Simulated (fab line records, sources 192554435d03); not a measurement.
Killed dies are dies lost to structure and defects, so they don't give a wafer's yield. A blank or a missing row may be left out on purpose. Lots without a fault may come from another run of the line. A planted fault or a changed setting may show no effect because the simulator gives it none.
Split-lot experiment | flow n5_finfet | 7 lots, 21 wafers read, on a route of 1938 steps

THE SPLIT
At N5_GATE_CUT_DESCUM_18 (chemistry O2, time 7 s), the setting time_s was moved away from the recipe's 7 s on 9 of the 21 wafers read, by -15.9% to +6.5%. The other wafers ran this setting at the recipe's value.

The reading is taken at the split's own step.

THE READING
CAR-EUV_of_GATE_CUT_COAT_07.thk_nm (the simulator's own value, which no gauge read), in nm, at N5_GATE_CUT_DESCUM_18 (chemistry O2, time 7 s). The file gives no usual value for it. The 12 wafers here that ran the recipe average 26.2 nm, standard deviation 0.075 nm.

wafer  | tool, chamber at the split | time_s as run, s | against the recipe | CAR-EUV_of_GATE_CUT_COAT_07.thk_nm, nm | against lot-mates on the recipe
L077.1 | rie_diel-01, 0,2           | 7                | recipe             | 26                                     | -
L077.2 | rie_diel-01, 0,2           | 7                | recipe             | 26                                     | -
L077.3 | rie_diel-01, 1             | 7                | recipe             | 26.2                                   | -
L081.1 | rie_diel-03, 0,3           | 5.969            | -14.7%             | 26.8                                   | +0.6
L081.4 | rie_diel-03, 0,3           | 5.969            | -14.7%             | 26.8                                   | +0.6
L081.5 | rie_diel-03, 3             | 7                | recipe             | 26.2                                   | -
L084.4 | rie_diel-05, 0,2           | 7                | recipe             | 26.2                                   | -
L084.5 | rie_diel-05, 0,2           | 7                | recipe             | 26.2                                   | -
L084.6 | rie_diel-05, 3             | 7.453            | +6.5%              | 26                                     | -0.2
L086.1 | rie_diel-01, 0             | 6.475            | -7.5%              | 26.2                                   | +0.0
L086.5 | rie_diel-01, 0             | 6.475            | -7.5%              | 26.2                                   | +0.0
L086.3 | rie_diel-01, 2             | 7                | recipe             | 26.2                                   | -
L088.4 | rie_diel-01, 2             | 7                | recipe             | 26.2                                   | -
L088.5 | rie_diel-01, 2,3           | 5.887            | -15.9%             | 26.8                                   | +0.6
L088.6 | rie_diel-01, 2,3           | 5.887            | -15.9%             | 26.8                                   | +0.6
L091.1 | rie_diel-03, 3,2,1         | 7                | recipe             | 26.2                                   | -
L091.2 | rie_diel-03, 3,2,1         | 7                | recipe             | 26.2                                   | -
L091.5 | rie_diel-03, 3,2,1         | 7                | recipe             | 26.2                                   | -
L094.1 | rie_diel-03, 3             | 6.461            | -7.7%              | 26.2                                   | +0.0
L094.3 | rie_diel-03, 1             | 7                | recipe             | 26.2                                   | -
L094.5 | rie_diel-03, 1             | 6.461            | -7.7%              | 26.4                                   | +0.2
Where a row lists several chambers, the file gives one row for several wafers and doesn't say which wafer went through which chamber.

THE FIT
A straight line over all 21 wafers: CAR-EUV_of_GATE_CUT_COAT_07.thk_nm changes by -0.0363 nm for each +1% of time_s; r = -0.90; the points scatter about the line by 0.12 nm.
The same after taking each lot's own level away (the mean of its wafers on the recipe; 21 wafers): -0.0344 nm for each +1%; r = -0.90; scatter 0.11 nm.
On that fit, the largest move of time_s shifts the reading by 0.55 nm.
The lots' own levels span 26.07 to 26.20 nm, that is 1.8 times the standard deviation above.
So the lot-to-lot level changes the slope little: the two slopes agree.
Check: with one of the wafers moved furthest among these (-15.9%) left out of the fit, the line predicts +0.502 nm for it against its lot-mates. It came out at +0.6 nm against them.

OTHER SPLITS ON THESE WAFERS
These wafers also went through other splits before the reading. Each is held against what the fit with the lots' levels taken away leaves over:
other split on the same wafers | wafers away from the commonest value | r with CAR-EUV_of_GATE_CUT_COAT_07.thk_nm (lot level and that fit taken away)
N5_GATE_CUT_COAT_27 spin_rpm   | 4                                    | +0.32

THE FILE'S OWN FIT
CAR-EUV_of_GATE_CUT_COAT_07.thk_nm changes by -0.0326 nm for each +1% of time_s, r = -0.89.
